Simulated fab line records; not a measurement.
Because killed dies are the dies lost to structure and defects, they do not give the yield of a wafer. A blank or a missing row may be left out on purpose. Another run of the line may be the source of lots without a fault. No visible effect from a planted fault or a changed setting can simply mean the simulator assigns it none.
fab line records	flow nandHarc
record lots=24	wafers=72	lastDay=34
route steps=1302 shown P_STI@85 P_GATE@150 P_CONTACT@217
lots that met no fault: taken from a fault-free run of the same line
startH: hours from the record's first day to the start of the lot's first wafer shown	waitH: hours since the lot's step before	" same as the row above	L1.1+2: one row covering several wafers at once	- no value, or no start was given	* or withheld: withheld	< > ~ a bound
route shown NAME@n: NAME is a module with steps in the file, n the number in the route of the first one	usual: mean/standard deviation of fault-free wafers	same: alike in all rows	chamber/n: place in a boat	sites: the reading at each site	_std_site: their standard deviation	_edge_site: inner sites' mean taken away from outer sites' mean	radiusMm: how far each site lies from the wafer's centre	mask NAME#n: copy n	behind: the tool/chamber that last shaped the wafer	hold: the reason the lot was held/the length of the hold in hours/how it ended	device: transistor that didn't switch, given as n, p or np	end of line: at the end of the route, the tests of the same wafers	a step given without rows: its recipe and nothing more	killed: dies lost to structure and defects at the first sort, not the wafer's yield	map: a wafer's dies, marking killed ones x, the rest . and places with no die _
set.NAME: setting as actually run; set.NAME@STEP: the setting as run at that earlier step	model.NAME: the simulator's own value behind a step, which no gauge read
route steps across a sampled set of lots; one table per step, one row per wafer
services: the hour from which a tool's chamber was out of use, counted from the record's first day as startH (under 0 if before that day), plus the number of hours and why
## steps
# step NHARC_P_STI_INSPECT_11
# usual rawDefectCount=5.8/2.8
lot.wafer	tool	chamber	startH	waitH	rawDefectCount
L074.2	defectInspect-01	-	49.73	0.0	6
L074.3	"	-	"	"	7
L074.6	"	-	"	"	6
L075.3	defectInspect-02	-	58.08	0.0	7
L075.5	"	-	"	"	3
L075.6	"	-	"	"	8
L076.2	defectInspect-01	-	67.22	0.0	2
L076.3	"	-	"	"	3
L076.4	"	-	"	"	2
L077.4	defectInspect-01	-	74.91	0.0	12
L077.5	"	-	"	"	5
L077.6	"	-	"	"	4
L078.1	defectInspect-02	-	82.36	0.0	5
L078.2	"	-	"	"	2
L078.3	"	-	"	"	10
L079.1	defectInspect-01	-	93.10	0.0	4
L079.3	"	-	"	"	8
L079.4	"	-	"	"	8
L080.2	defectInspect-01	-	104.99	0.0	4
L080.4	"	-	"	"	9
L080.6	"	-	"	"	5
L081.2	defectInspect-01	-	113.91	0.0	9
L081.3	"	-	"	"	6
L081.5	"	-	"	"	8
L082.1	defectInspect-01	-	124.64	0.0	7
L082.2	"	-	"	"	4
L082.5	"	-	"	"	4
L083.2	defectInspect-01	-	135.68	0.0	3
L083.4	"	-	"	"	2
L083.5	"	-	"	"	5
L084.2	defectInspect-01	-	145.19	0.0	9
L084.4	"	-	"	"	6
L084.6	"	-	"	"	4
L085.2	defectInspect-02	-	153.00	0.0	7
L085.3	"	-	"	"	2
L085.4	"	-	"	"	7
L086.3	defectInspect-02	-	164.45	0.0	3
L086.4	"	-	"	"	3
L086.6	"	-	"	"	4
L087.3	defectInspect-02	-	173.05	0.0	7
L087.4	"	-	"	"	6
L087.6	"	-	"	"	5
L088.3	defectInspect-02	-	183.26	0.0	5
L088.4	"	-	"	"	1
L088.6	"	-	"	"	5
L089.1	defectInspect-01	-	192.91	0.0	9
L089.2	"	-	"	"	11
L089.6	"	-	"	"	7
L090.2	defectInspect-02	-	203.29	0.0	1
L090.3	"	-	"	"	4
L090.5	"	-	"	"	5
L091.3	defectInspect-01	-	212.66	0.0	11
L091.4	"	-	"	"	5
L091.6	"	-	"	"	11
L092.4	defectInspect-02	-	225.89	0.0	3
L092.5	"	-	"	"	7
L092.6	"	-	"	"	7
L093.4	defectInspect-01	-	233.88	0.0	6
L093.5	"	-	"	"	11
L093.6	"	-	"	"	7
L094.1	defectInspect-01	-	244.29	0.0	7
L094.2	"	-	"	"	8
L094.4	"	-	"	"	6
L095.2	defectInspect-01	-	253.93	0.0	1
L095.5	"	-	"	"	6
L095.6	"	-	"	"	4
L096.2	defectInspect-01	-	263.10	0.0	4
L096.3	"	-	"	"	5
L096.5	"	-	"	"	7
L097.1	defectInspect-02	-	273.46	0.0	10
L097.2	"	-	"	"	5
L097.5	"	-	"	"	8
# step NHARC_P_STI_DESCUM_14
# recipe timeS=3	o2FlowSccm=200	arFlowSccm=0	biasPowerW=0	chemistry=O2
# usual drypumpMotorCurrentA=5.8/0.42	o2FlowSccm=199.9/0.63	oesProductAu=0.999/0.0076	rfVppV=57.7/0.87	showerheadPlenumPTorr=1.88/0.051	throttleValvePct=11.310/0.0082
lot.wafer	tool	chamber	startH	waitH	drypumpMotorCurrentA	o2FlowSccm	oesProductAu	rfHoursCounterH	rfVppV	showerheadPlenumPTorr	throttleValvePct
L074.2	rieDiel-07	0	49.86	-	5.7	200.1	1.006	4.2	57.9	1.89	11.313
L074.3	"	2	"	"	5.4	200.6	1.004	5.7	56.6	1.94	11.299
L074.6	"	0	"	"	5.7	200.1	1.010	-	55.7	1.89	11.310
L075.3	rieDiel-07	2	58.24	-	5.4	199.8	1.003	6.5	57.5	1.94	11.314
L075.5	"	3	"	"	5.3	200.2	1.009	-	58.8	1.86	11.329
L075.6	"	0	"	"	5.7	200.9	1.004	-	57.8	1.89	11.306
L076.4	rieDiel-02	0	67.35	-	5.5	200.0	0.988	0.9	59.6	1.89	11.312
L076.3	"	2	"	"	6.1	199.5	0.999	1.4	58.0	1.85	11.314
L076.2	"	3	"	"	6.2	199.7	0.990	1.2	55.6	1.82	11.309
L077.5	rieDiel-07	0	75.08	-	5.7	199.1	1.010	-	57.0	1.89	11.316
L077.4	"	2	"	"	5.4	200.6	0.991	-	57.7	1.94	11.309
L077.6	"	3	"	"	5.3	199.2	1.000	-	59.0	1.86	11.290
L078.1	rieDiel-09	2	82.50	-	6.3	200.3	1.000	8.5	57.9	1.82	11.309
L078.2	"	3	"	"	5.7	201.4	1.012	6.7	58.3	1.82	11.307
L078.3	"	0	"	"	5.5	200.0	0.989	8.0	58.7	1.93	11.314
L079.3	rieDiel-09	0	93.24	-	5.5	200.3	0.999	9.0	59.0	1.93	11.309
L079.4	"	1	"	"	6.2	200.7	1.014	9.4	57.5	1.96	11.312
L079.1	"	3	"	"	5.7	200.2	0.996	7.8	56.4	1.82	11.309
L080.2	rieDiel-07	2	105.12	-	5.4	199.6	0.999	9.5	58.4	1.94	11.317
L080.4	"	0	"	"	5.7	200.3	1.011	7.6	58.9	1.88	11.309
L080.6	"	3	"	"	5.3	200.2	1.006	-	56.8	1.86	11.303
L081.2	rieDiel-02	2	114.04	-	6.1	200.4	1.002	4.1	57.1	1.85	11.327
L081.3	"	0	"	"	5.5	200.1	0.985	2.8	58.3	1.89	11.307
L081.5	"	2	"	"	6.1	200.0	0.991	-	58.2	1.85	11.318
L082.1	rieDiel-02	1	124.77	-	5.2	199.3	1.001	3.9	58.2	1.97	11.307
L082.2	"	2	"	"	6.0	199.3	0.994	4.6	57.4	1.85	11.305
L082.5	"	1	"	"	5.2	199.8	1.004	-	58.0	1.96	11.312
L083.2	rieDiel-07	2	135.81	-	5.4	199.4	1.006	0.0	58.4	1.94	11.314
L083.4	"	3	"	"	5.3	199.9	1.000	0.6	56.1	1.86	11.305
L083.5	"	2	"	"	5.4	200.1	0.993	-	57.2	1.94	11.306
L084.2	rieDiel-02	1	145.34	-	5.2	198.5	0.999	5.1	57.1	1.96	11.308
L084.4	"	2	"	"	6.0	199.8	0.997	5.7	56.8	1.85	11.314
L084.6	"	1	"	"	5.2	199.1	1.002	-	57.1	1.96	11.298
L085.2	rieDiel-02	2	153.16	-	6.0	199.1	1.009	6.2	57.9	1.85	11.314
L085.4	"	0	"	"	5.5	199.5	0.999	4.9	57.7	1.89	11.308
L085.3	"	1	"	"	5.2	200.2	1.008	5.4	58.9	1.97	11.315
L086.3	rieDiel-02	0	164.59	-	5.5	200.0	0.991	5.4	58.1	1.89	11.312
L086.4	"	1	"	"	5.2	200.4	1.003	6.0	60.2	1.96	11.321
L086.6	"	0	"	"	5.5	200.8	1.004	-	59.1	1.88	11.318
L087.3	rieDiel-07	2	173.19	-	5.4	200.9	0.998	4.1	56.7	1.93	11.322
L087.4	"	0	"	"	5.7	199.1	1.000	3.5	57.5	1.88	11.301
L087.6	"	2	"	"	5.4	200.2	0.998	-	58.1	1.94	11.313
L088.3	rieDiel-02	0	183.41	-	5.5	200.8	0.992	6.1	58.3	1.88	11.300
L088.4	"	1	"	"	5.2	198.8	1.003	6.5	58.6	1.96	11.309
L088.6	"	2	"	"	6.0	199.7	0.998	-	58.2	1.85	11.323
L089.1	rieDiel-02	1	193.06	-	5.2	200.0	0.991	7.2	59.0	1.96	11.305
L089.2	"	3	"	"	6.2	200.4	1.001	7.6	56.0	1.81	11.311
L089.6	"	0	"	"	5.5	199.7	0.999	-	57.2	1.88	11.312
L090.3	rieDiel-07	2	203.44	-	5.4	199.8	0.985	6.2	58.0	1.93	11.307
L090.2	"	3	"	"	5.3	201.6	0.991	4.8	57.5	1.86	11.318
L090.5	"	1	"	"	6.4	200.8	0.984	-	57.7	1.89	11.295
L091.3	rieDiel-09	2	212.81	-	6.3	200.5	0.998	4.9	57.7	1.81	11.317
L091.4	"	3	"	"	5.7	200.3	1.000	4.8	58.2	1.82	11.304
L091.6	"	2	"	"	6.3	199.8	1.010	-	56.9	1.81	11.321
L092.4	rieDiel-02	1	226.02	-	5.2	200.2	1.001	0	57.2	1.96	11.311
L092.6	"	1	"	"	5.2	200.0	0.995	-	56.1	1.96	11.292
L092.5	"	2	"	"	6.0	200.5	1.012	-	57.7	1.85	11.312
L093.4	rieDiel-09	1	234.04	-	6.2	199.0	1.006	6.4	58.2	1.96	11.321
L093.5	"	2	"	"	6.3	200.0	1.005	-	57.2	1.81	11.311
L093.6	"	3	"	"	5.7	200.2	1.004	-	58.9	1.82	11.315
L094.4	rieDiel-02	3	244.42	-	6.2	199.1	1.010	1.0	57.6	1.81	11.306
L094.1	"	0	"	"	5.5	199.4	0.991	1.0	58.6	1.88	11.322
L094.2	"	1	"	"	5.2	201.1	1.004	0.8	58.7	1.96	11.302
L095.2	rieDiel-02	3	254.07	-	6.2	201.0	1.016	1.3	58.1	1.81	11.310
L095.6	"	2	"	"	6.0	200.2	1.000	-	57.8	1.85	11.304
L095.5	"	3	"	"	6.2	200.8	1.008	-	56.9	1.81	11.308
L096.3	rieDiel-07	0	263.24	-	5.7	200.3	1.000	7.8	58.7	1.88	11.315
L096.2	"	3	"	"	5.3	199.2	0.995	8.3	56.7	1.86	11.306
L096.5	"	1	"	"	6.5	199.7	0.987	-	58.7	1.89	11.309
L097.1	rieDiel-02	2	273.61	-	6.0	199.3	1.003	2.0	56.2	1.85	11.314
L097.2	"	3	"	"	6.2	199.7	0.998	2.2	56.9	1.81	11.309
L097.5	"	1	"	"	5.2	199.8	0.978	-	59.0	1.96	11.323
# step NHARC_P_STI_ETCH_15
# recipe targetDepthA=3000	taperDeg=4	timeS=100.1	hbrFlowSccm=150	cl2FlowSccm=50	rfW=400	icpW=400	biasW=100	chemistry=HBr/Cl2
# usual drypumpMotorCurrentA=5.8/0.63	oesProductAu=0.999/0.0071	throttleValvePct=26.405/0.0091
lot.wafer	tool	chamber	startH	waitH	drypumpMotorCurrentA	oesProductAu	rfHoursCounterH	throttleValvePct
L074.3	rieSi-01	0	50.13	-	5.4	1.010	0.2	26.400
L074.2	"	3	"	"	4.7	0.994	0.1	26.414
L074.6	"	0	"	"	5.4	1.011	-	26.414
L075.3	rieSi-05	1	58.52	-	6.7	0.996	0.6	26.405
L075.5	"	3	"	"	5.0	0.996	-	26.417
L075.6	"	0	"	"	5.7	1.009	-	26.401
L076.2	rieSi-05	0	67.63	-	5.7	1.003	0.6	26.399
L076.4	"	1	"	"	6.7	0.999	0.6	26.395
L076.3	"	2	"	"	5.7	1.003	0.6	26.392
L077.4	rieSi-05	1	75.39	-	6.7	0.999	0.7	26.396
L077.5	"	3	"	"	5.0	1.001	-	26.409
L077.6	"	0	"	"	5.7	1.017	-	26.397
L078.2	rieSi-06	1	82.77	-	5.1	0.999	0.0	26.408
L078.1	"	2	"	"	6.6	0.997	0.0	26.412
L078.3	"	0	"	"	6.4	0.992	0.0	26.403
L079.3	rieSi-05	0	93.51	-	5.7	0.998	0.9	26.418
L079.1	"	1	"	"	6.7	0.997	0.9	26.404
L079.4	"	2	"	"	5.6	1.009	0.8	26.398
L080.4	rieSi-05	3	105.41	-	5.0	1.007	0.9	26.395
L080.2	"	1	"	"	6.7	1.012	1.1	26.406
L080.6	"	2	"	"	5.7	0.995	-	26.406
L081.2	rieSi-06	2	114.34	-	6.6	1.001	0.3	26.389
L081.3	"	0	"	"	6.4	1.005	0.2	26.421
L081.5	"	1	"	"	5.1	1.009	-	26.409
L082.2	rieSi-06	0	125.09	-	6.4	1.000	0.3	26.418
L082.1	"	1	"	"	5.1	0.992	0.4	26.397
L082.5	"	3	"	"	5.7	0.999	-	26.404
L083.2	rieSi-01	2	136.09	-	6.1	1.007	0.6	26.402
L083.4	"	0	"	"	5.4	1.013	0.6	26.416
L083.5	"	3	"	"	4.7	0.994	-	26.408
L084.2	rieSi-06	1	145.64	-	5.1	1.001	0.5	26.399
L084.4	"	2	"	"	6.6	0.993	0.6	26.407
L084.6	"	0	"	"	6.4	0.991	-	26.408
L085.3	rieSi-06	0	153.43	-	6.4	0.987	0.5	26.409
L085.2	"	1	"	"	5.0	0.994	0.6	26.404
L085.4	"	2	"	"	6.6	0.994	0.6	26.416
L086.3	rieSi-05	2	164.85	-	5.7	1.004	0.1	26.380
L086.4	"	3	"	"	4.9	0.997	0.1	26.399
L086.6	"	3	"	"	5.0	1.002	-	26.402
L087.3	rieSi-06	1	173.48	-	5.1	1.005	0.8	26.428
L087.4	"	3	"	"	5.7	1.002	0.5	26.405
L087.6	"	1	"	"	5.1	1.002	-	26.408
L088.3	rieSi-01	3	183.67	-	4.7	0.992	0.9	26.403
L088.4	"	1	"	"	6.4	0.992	0.9	26.414
L088.6	"	0	"	"	5.4	1.006	-	26.409
L089.1	rieSi-06	3	193.33	-	5.7	0.992	0.7	26.402
L089.2	"	1	"	"	5.1	0.991	1.0	26.410
L089.6	"	3	"	"	5.7	0.980	-	26.409
L090.2	rieSi-05	3	203.71	-	5.0	1.000	0.4	26.413
L090.3	"	0	"	"	5.7	1.005	0.4	26.392
L090.5	"	2	"	"	5.7	1.000	-	26.407
L091.4	rieSi-06	0	213.09	-	6.5	0.995	1.0	26.395
L091.3	"	2	"	"	6.6	0.987	0.9	26.433
L091.6	"	0	"	"	6.4	0.995	-	26.402
L092.4	rieSi-01	1	226.33	-	6.5	1.004	0.2	26.420
L092.6	"	3	"	"	4.7	0.994	-	26.395
L092.5	"	0	"	"	5.4	1.005	-	26.407
L093.4	rieSi-01	2	234.34	-	6.1	0.995	0.2	26.407
L093.6	"	3	"	"	4.7	1.006	-	26.389
L093.5	"	0	"	"	5.4	0.999	-	26.402
L094.2	rieSi-06	3	244.70	-	5.7	1.001	1.0	26.391
L094.4	"	0	"	"	6.4	1.006	1.2	26.391
L094.1	"	2	"	"	6.6	1.002	1.1	26.403
L095.2	rieSi-05	2	254.36	-	5.8	1.010	0.8	26.404
L095.5	"	1	"	"	6.7	1.002	-	26.408
L095.6	"	2	"	"	5.7	1.023	-	26.405
L096.2	rieSi-06	3	263.51	-	5.7	1.002	0.1	26.416
L096.3	"	2	"	"	6.6	1.001	0.1	26.398
L096.5	"	3	"	"	5.7	0.984	-	26.405
L097.1	rieSi-05	3	273.88	-	5.0	0.993	0.9	26.401
L097.2	"	1	"	"	6.7	0.990	0.9	26.422
L097.5	"	0	"	"	5.7	0.996	-	26.412
# step NHARC_P_STI_CD_MEAS_16
# usual cdNm=198.9/1.9
lot.wafer	tool	chamber	startH	waitH	cdNm
L074.2	cdSem-02	-	50.30	-	198.0
L074.3	"	-	"	"	198.0
L074.6	"	-	"	"	199.9
L075.3	cdSem-02	-	58.65	-	198.9
L075.5	"	-	"	"	199.2
L075.6	"	-	"	"	199.6
L076.2	cdSem-03	-	67.80	-	200.3
L076.3	"	-	"	"	199.8
L076.4	"	-	"	"	200.9
L077.4	cdSem-03	-	75.53	-	200.2
L077.5	"	-	"	"	198.4
L077.6	"	-	"	"	199.2
L078.1	cdSem-03	-	82.93	-	195.0
L078.2	"	-	"	"	195.9
L078.3	"	-	"	"	198.8
L079.1	cdSem-01	-	93.68	-	203.0
L079.3	"	-	"	"	201.0
L079.4	"	-	"	"	197.8
L080.2	cdSem-01	-	105.56	-	198.7
L080.4	"	-	"	"	199.9
L080.6	"	-	"	"	198.4
L081.2	cdSem-02	-	114.52	-	195.6
L081.3	"	-	"	"	198.3
L081.5	"	-	"	"	197.2
L082.1	cdSem-03	-	125.22	-	198.7
L082.2	"	-	"	"	196.8
L082.5	"	-	"	"	198.8
L083.2	cdSem-03	-	136.25	-	198.0
L083.4	"	-	"	"	200.6
L083.5	"	-	"	"	199.5
L084.2	cdSem-03	-	145.78	-	197.7
L084.4	"	-	"	"	198.9
L084.6	"	-	"	"	202.6
L085.2	cdSem-01	-	153.60	-	200.3
L085.3	"	-	"	"	200.6
L085.4	"	-	"	"	200.6
L086.3	cdSem-02	-	165.02	-	192.8
L086.4	"	-	"	"	199.0
L086.6	"	-	"	"	196.7
L087.3	cdSem-01	-	173.63	-	201.4
L087.4	"	-	"	"	200.9
L087.6	"	-	"	"	197.6
L088.3	cdSem-01	-	183.83	-	199.4
L088.4	"	-	"	"	199.5
L088.6	"	-	"	"	198.3
L089.1	cdSem-02	-	193.52	-	201.6
L089.2	"	-	"	"	200.0
L089.6	"	-	"	"	201.0
L090.2	cdSem-03	-	203.86	-	199.6
L090.3	"	-	"	"	198.6
L090.5	"	-	"	"	194.9
L091.3	cdSem-02	-	213.25	-	196.0
L091.4	"	-	"	"	196.3
L091.6	"	-	"	"	197.5
L092.4	cdSem-02	-	226.47	-	196.0
L092.5	"	-	"	"	196.5
L092.6	"	-	"	"	198.1
L093.4	cdSem-01	-	234.46	-	196.0
L093.5	"	-	"	"	198.6
L093.6	"	-	"	"	197.2
L094.1	cdSem-01	-	244.86	-	202.9
L094.2	"	-	"	"	200.7
L094.4	"	-	"	"	199.4
L095.2	cdSem-03	-	254.50	-	199.6
L095.5	"	-	"	"	201.8
L095.6	"	-	"	"	200.2
L096.2	cdSem-02	-	263.68	-	200.9
L096.3	"	-	"	"	200.0
L096.5	"	-	"	"	201.6
L097.1	cdSem-03	-	274.05	-	196.5
L097.2	"	-	"	"	197.7
L097.5	"	-	"	"	196.3
# step NHARC_P_GATE_STRIP_108
# recipe o2FlowSccm=500	arFlowSccm=0	biasW=0	chemistry=O2
# usual drypumpMotorCurrentA=5.8/0.54	o2FlowSccm=500.1/1.5	oesProductAu=1.000/0.0098	rfVppV=57.7/0.88	showerheadPlenumPTorr=3.51/0.14	throttleValvePct=17.038/0.0091
lot.wafer	tool	chamber	startH	waitH	drypumpMotorCurrentA	o2FlowSccm	oesProductAu	rfHoursCounterH	rfVppV	showerheadPlenumPTorr	throttleValvePct
L074.3	rieDiel-12	2	105.77	-	5.7	499.8	1.015	0.1	57.6	3.59	17.032
L074.2	"	1	"	"	4.9	499.5	1.016	0.1	58.1	3.67	17.042
L074.6	"	2	"	"	5.8	499.8	1.005	-	58.5	3.59	17.023
L075.3	rieDiel-03	0	113.80	-	5.3	500.0	0.989	0.0	59.4	3.65	17.035
L075.5	"	1	"	"	5.6	501.0	1.003	-	57.7	3.42	17.050
L075.6	"	2	"	"	6.5	497.7	1.007	-	59.2	3.52	17.036
L076.2	rieDiel-03	2	121.19	-	6.5	499.6	1.012	0.1	58.3	3.52	17.031
L076.4	"	3	"	"	6.6	501.1	1.010	0.1	59.2	3.71	17.034
L076.3	"	0	"	"	5.4	496.9	0.997	0.1	57.7	3.65	17.046
L077.4	rieDiel-11	1	127.58	-	6.3	496.5	0.991	2.1	56.6	3.38	17.046
L077.5	"	1	"	"	6.3	498.1	0.984	-	58.3	3.38	17.033
L077.6	"	2	"	"	6.4	502.0	0.977	-	57.7	3.33	17.032
L078.1	rieDiel-12	3	138.11	-	6.2	499.4	1.007	0.9	58.4	3.38	17.032
L078.2	"	0	"	"	5.0	499.4	1.004	1.2	57.4	3.34	17.041
L078.3	"	2	"	"	5.8	499.9	1.007	0.8	57.5	3.59	17.042
L079.3	rieDiel-12	1	147.72	-	4.9	498.9	0.999	2.4	58.1	3.67	17.046
L079.1	"	2	"	"	5.8	502.2	1.024	2.1	57.5	3.59	17.054
L079.4	"	0	"	"	5.1	497.2	1.009	2.4	57.9	3.34	17.041
L080.2	rieDiel-12	2	155.39	-	5.7	499.4	1.019	3.2	57.5	3.59	17.034
L080.4	"	3	"	"	6.2	500.1	1.013	3.1	56.8	3.38	17.041
L080.6	"	1	"	"	4.9	500.5	1.008	-	57.7	3.67	17.034
L081.3	rieDiel-11	3	166.52	-	5.7	499.7	0.978	4.5	55.2	3.45	17.011
L081.2	"	0	"	"	5.4	498.9	0.985	3.7	57.8	3.71	17.031
L081.5	"	3	"	"	5.7	500.4	0.975	-	58.1	3.45	17.033
L082.1	rieDiel-12	3	179.42	-	6.2	500.7	1.003	4.7	58.1	3.38	17.039
L082.2	"	0	"	"	5.0	497.7	0.995	4.9	57.3	3.34	17.034
L082.5	"	2	"	"	5.7	499.8	1.011	-	57.6	3.59	17.035
L083.4	rieDiel-11	0	186.61	-	5.3	502.3	1.004	4.2	58.9	3.70	17.030
L083.2	"	1	"	"	6.3	502.1	0.987	4.0	56.4	3.38	17.035
L083.5	"	0	"	"	5.3	500.1	0.993	-	59.0	3.70	17.030
L084.4	rieDiel-03	2	200.73	-	6.5	501.3	1.008	5.4	56.7	3.51	17.042
L084.2	"	3	"	"	6.5	498.5	0.991	5.5	57.8	3.71	17.025
L084.6	"	1	"	"	5.6	498.1	0.996	-	58.1	3.42	17.030
L085.2	rieDiel-11	3	203.83	-	5.7	502.4	0.986	7.0	57.4	3.45	17.033
L085.4	"	0	"	"	5.4	499.0	0.996	5.9	58.8	3.70	17.056
L085.3	"	1	"	"	6.4	497.4	1.000	5.7	57.3	3.38	17.042
L086.3	rieDiel-03	2	216.17	-	6.5	499.4	1.004	6.1	58.3	3.51	17.024
L086.4	"	0	"	"	5.3	503.8	0.993	5.9	58.5	3.64	17.055
L086.6	"	2	"	"	6.5	501.0	0.996	-	58.5	3.51	17.046
L087.4	rieDiel-03	0	225.50	-	5.3	502.1	0.992	6.3	59.2	3.64	17.035
L087.3	"	3	"	"	6.5	496.8	1.001	6.8	58.8	3.71	17.035
L087.6	"	0	"	"	5.3	499.3	0.986	-	59.2	3.64	17.033
L088.3	rieDiel-11	3	244.44	-	5.7	501.1	0.996	9.3	57.7	3.45	17.050
L088.4	"	0	"	"	5.4	498.4	0.995	8.4	58.6	3.70	17.045
L088.6	"	3	"	"	5.7	499.0	0.997	-	57.7	3.45	17.050
L089.1	rieDiel-11	3	245.23	-	5.7	499.9	1.003	9.3	57.0	3.45	17.038
L089.2	"	0	"	"	5.4	500.3	1.002	8.5	57.6	3.70	17.049
L089.6	"	2	"	"	6.4	501.1	0.988	-	56.5	3.33	17.039
L090.2	rieDiel-12	1	259.50	-	4.9	501.3	1.005	8.3	56.7	3.67	17.049
L090.3	"	2	"	"	5.7	498.6	1.002	8.0	58.6	3.59	17.039
L090.5	"	0	"	"	5.0	499.4	1.014	-	56.2	3.34	17.039
L091.3	rieDiel-12	2	260.60	-	5.8	499.3	1.000	8.0	58.4	3.59	17.048
L091.4	"	0	"	"	5.0	498.8	1.007	-	58.1	3.34	17.036
L091.6	"	2	"	"	5.8	498.5	1.009	-	58.3	3.59	17.008
L092.4	rieDiel-12	3	281.55	-	6.2	500.7	1.000	-	57.6	3.37	17.034
L092.6	"	0	"	"	5.1	499.3	0.995	-	56.7	3.34	17.027
L092.5	"	1	"	"	4.9	501.6	1.002	-	60.0	3.67	17.056
L093.4	rieDiel-11	2	281.68	-	6.4	500.7	1.007	0.3	56.4	3.33	17.035
L093.6	"	0	"	"	5.4	501.2	0.995	-	57.8	3.70	17.071
L093.5	"	1	"	"	6.3	500.8	1.000	-	57.8	3.37	17.033
L094.1	rieDiel-11	0	297.91	-	5.4	497.5	1.003	2.7	58.9	3.70	17.040
L094.4	"	2	"	"	6.4	498.1	1.010	2.4	57.4	3.33	17.044
L094.2	"	3	"	"	5.7	499.7	1.001	2.7	58.0	3.45	17.040
L095.2	rieDiel-11	2	312.31	-	6.4	499.3	1.008	3.1	58.5	3.33	17.036
L095.5	"	3	"	"	5.7	499.1	1.000	-	56.5	3.45	17.036
L095.6	"	0	"	"	5.4	500.7	1.000	-	58.7	3.70	17.027
L096.3	rieDiel-12	2	320.05	-	5.8	499.2	1.001	2.1	57.0	3.59	17.043
L096.2	"	3	"	"	6.3	502.5	0.996	3.3	55.0	3.37	17.029
L096.5	"	2	"	"	5.8	501.5	0.999	-	58.2	3.59	17.029
L097.1	rieDiel-03	3	326.62	-	6.5	499.6	0.993	3.2	58.3	3.71	17.044
L097.2	"	0	"	"	5.4	499.3	1.000	2.6	58.0	3.64	17.037
L097.5	"	0	"	"	5.4	500.1	1.005	-	58.4	3.64	17.045
# step NHARC_P_CONTACT_DEP_30
# recipe targetThkA=300	tempC=400	targetThkNm=30	flowSccm=200	rfW=450	material=SiNx
# usual heaterPowerW=695/70
lot.wafer	tool	chamber	startH	waitH	heaterPowerW
L074.2	pecvd-03	0	123.63	0.1	745
L074.3	"	2	"	"	778
L074.6	"	0	"	"	716
L076.3	pecvd-04	0	138.83	0.1	626
L076.2	"	1	"	"	582
L076.4	"	1	"	"	601
L075.3	pecvd-04	1	139.46	0.1	654
L075.6	"	1	"	"	647
L075.5	"	2	"	"	683
L077.4	pecvd-01	0	145.36	0.2	730
L077.5	"	1	"	"	797
L077.6	"	2	"	"	765
L078.1	pecvd-03	2	158.04	0.1	812
L078.2	"	0	"	"	704
L078.3	"	1	"	"	741
L079.1	pecvd-04	0	165.46	0.1	682
L079.3	"	1	"	"	621
L079.4	"	0	"	"	660
L080.2	pecvd-03	2	173.02	0.1	765
L080.4	"	1	"	"	641
L080.6	"	2	"	"	789
L081.2	pecvd-03	2	184.44	0.1	664
L081.3	"	0	"	"	778
L081.5	"	2	"	"	694
L082.2	pecvd-01	2	197.07	0.1	715
L082.1	"	1	"	"	690
L082.5	"	2	"	"	706
L083.2	pecvd-04	2	204.32	0.1	643
L083.5	"	0	"	"	595
L083.4	"	1	"	"	614
L084.2	pecvd-04	1	218.35	0.1	640
L084.6	"	1	"	"	643
L084.4	"	2	"	"	685
L085.3	pecvd-01	2	222.36	0.1	749
L085.2	"	0	"	"	790
L085.4	"	0	"	"	763
L086.3	pecvd-03	1	235.66	0.1	785
L086.4	"	1	"	"	770
L086.6	"	2	"	"	664
L087.3	pecvd-01	2	243.73	0.1	646
L087.4	"	0	"	"	687
L087.6	"	1	"	"	823
L088.3	pecvd-04	0	262.09	0.1	650
L088.6	"	0	"	"	661
L088.4	"	1	"	"	540
L089.2	pecvd-03	0	262.94	0.1	665
L089.1	"	2	"	"	714
L089.6	"	2	"	"	741
L090.3	pecvd-03	1	277.20	0.1	776
L090.2	"	0	"	"	740
L090.5	"	0	"	"	739
L091.3	pecvd-01	2	278.20	0.1	704
L091.4	"	2	"	"	709
L091.6	"	1	"	"	764
L092.6	pecvd-04	1	311.21	0.2	610
L092.5	"	2	"	"	688
L092.4	"	0	"	"	616
L093.4	pecvd-01	2	311.56	0.2	707
L093.5	"	0	"	"	763
L093.6	"	1	"	"	807
L094.2	pecvd-04	2	317.53	0.1	679
L094.1	"	1	"	"	580
L094.4	"	1	"	"	580
L095.2	pecvd-04	1	330.07	0.1	590
L095.6	"	2	"	"	642
L095.5	"	0	"	"	657
L096.2	pecvd-04	1	339.60	0.1	587
L096.3	"	0	"	"	657
L096.5	"	2	"	"	611
L097.2	pecvd-01	0	346.58	0.1	791
L097.1	"	1	"	"	795
L097.5	"	1	"	"	788
## services
tool	chamber	startH	hours	kind
rieDiel-02	-	39.70	9.0	pm
rieSi-05	-	47.81	2.3	repair
rieSi-06	3	48.61	17.3	repair
rieDiel-12	0	52.95	4.2	repair
rieDiel-11	-	56.30	0.2	repair
rieDiel-12	-	59.00	3.2	repair
rieSi-06	-	72.00	9.0	pm
pecvd-04	-	88.01	13.0	pm
rieSi-06	-	97.81	0.2	repair
rieSi-06	3	105.94	11.3	repair
rieSi-06	1	106.40	4.1	repair
pecvd-04	2	114.33	3.4	repair
rieSi-06	-	118.40	0.5	repair
rieSi-06	0	170.13	2.4	repair
rieSi-06	2	177.04	19.2	repair
rieDiel-02	-	191.65	0.2	repair
rieDiel-02	-	216.70	9.0	pm
rieSi-06	-	249.00	9.0	pm
pecvd-04	-	269.01	13.0	pm
rieSi-06	3	287.00	8.2	repair
rieDiel-02	2	292.24	9.3	repair
rieSi-06	1	314.20	14.6	repair
rieDiel-02	1	326.82	11.9	repair
rieDiel-02	0	343.62	8.5	repair
## key
fault none
